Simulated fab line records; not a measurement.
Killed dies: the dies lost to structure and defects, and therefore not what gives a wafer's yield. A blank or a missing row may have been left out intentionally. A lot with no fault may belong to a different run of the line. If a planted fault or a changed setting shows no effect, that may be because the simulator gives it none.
Chamber matching	flow n5Finfet	4 sister chambers for N5_BEOL_M12_VIA_ETCH_16 on rieDiel-06
The step etches SiOC in C4F8/O2/Ar, target depth 724.8 nm. 4 wafers are shown with their chamber, then 11 later ones without.

== WAFERS PAIRED WITH THEIR CHAMBERS ==
wafer	chamber	drypumpMotorCurrentA (A)
L077.4	0	6.3
L083.3	3	5.0
L083.4	2	5.9
L085.1	1	6.5

== WAFERS MISSING THEIR CHAMBER ==
wafer	drypumpMotorCurrentA (A)
L085.3	5.1
L085.4	6.3
L084.1	5.1
L084.2	6.5
L084.3	6.3
L087.3	5.9
L087.4	6.5
L087.5	5.9
L093.3	5.0
L093.4	6.5
L093.5	5.9

== THE CHAMBER EACH PASSED THROUGH ==
wafer	from the rows above	in truth
L085.3	3	3
L085.4	0	0
L084.1	3	3
L084.2	1	1
L084.3	0	0
L087.3	2	2
L087.4	1	1
L087.5	2	2
L093.3	3	3
L093.4	1	1
L093.5	2	2
Correct placement for 11 of the 11. From these rows, 0 cannot be placed. Number placed wrongly: 0.
How it was worked out, from the rows above alone: a wafer's distance from a chamber is the root of the sum, over the readings, of the square of ((its reading less the chamber's mean) divided by the reading's scatter). The wafer belongs to the nearest chamber; if the next one is less than 2 further off, it can't be placed. Each chamber's mean is taken over the wafers shown for it. The scatter (one wafer shown for each chamber): square how far every hidden wafer sits from the nearest shown wafer, average those squares and take the square root.
